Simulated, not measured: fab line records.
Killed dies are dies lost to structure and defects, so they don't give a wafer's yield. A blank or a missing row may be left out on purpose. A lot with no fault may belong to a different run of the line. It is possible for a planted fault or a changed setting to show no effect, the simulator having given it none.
Matching of chambers | flow nand-harc | NHARC_A_M0_PRE_CLEAN_31 on pecvd-01 has 3 sister chambers
The step time 12 s. 6 wafers are shown with their chamber, then 8 later ones without.

EACH WAFER AND ITS CHAMBER
wafer  | chamber | heater-power-outer-w (W) | heater-power-w (W)
L076.6 | 0       | 317                      | 539
L082.1 | 0       | 371                      | 604
L082.6 | 1       | 294                      | 542
L085.3 | 1       | 321                      | 581
L085.4 | 2       | 305                      | 556
L086.3 | 2       | 383                      | 640

WAFERS WITH NO CHAMBER GIVEN
wafer  | heater-power-outer-w (W) | heater-power-w (W)
L086.4 | 295                      | 519
L086.6 | 285                      | 523
L094.1 | 284                      | 521
L094.3 | 286                      | 524
L094.5 | 373                      | 631
L096.1 | 314                      | 550
L096.3 | 324                      | 568
L096.5 | 311                      | 579

WHICH CHAMBER EACH ONE RAN IN
wafer  | from the rows above          | in truth
L086.4 | can't be placed: 1 or 0 or 2 | 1
L086.6 | can't be placed: 1 or 0 or 2 | 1
L094.1 | can't be placed: 1 or 0 or 2 | 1
L094.3 | can't be placed: 1 or 0 or 2 | 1
L094.5 | can't be placed: 2 or 0 or 1 | 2
L096.1 | can't be placed: 1 or 0 or 2 | 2
L096.3 | can't be placed: 1 or 0 or 2 | 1
L096.5 | can't be placed: 1 or 0 or 2 | 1
Placed correctly: 0 of 8. Unplaceable from these rows: 8, with the true chamber sitting among the candidates in 8. Placed wrongly: 0.
How it was worked out, from the rows above alone: a wafer's distance from a chamber is the root of the sum, over the readings, of the square of ((its reading less the chamber's mean) divided by the reading's scatter). If the next closest chamber is less than 2 further off than the closest, the wafer can't be placed; otherwise it belongs to the closest. A chamber's mean is the mean of its shown wafers. How the scatter is found: for the shown wafers, subtract from each reading the mean of its chamber, square and add these, divide the total by (wafers less chambers), then take the root.
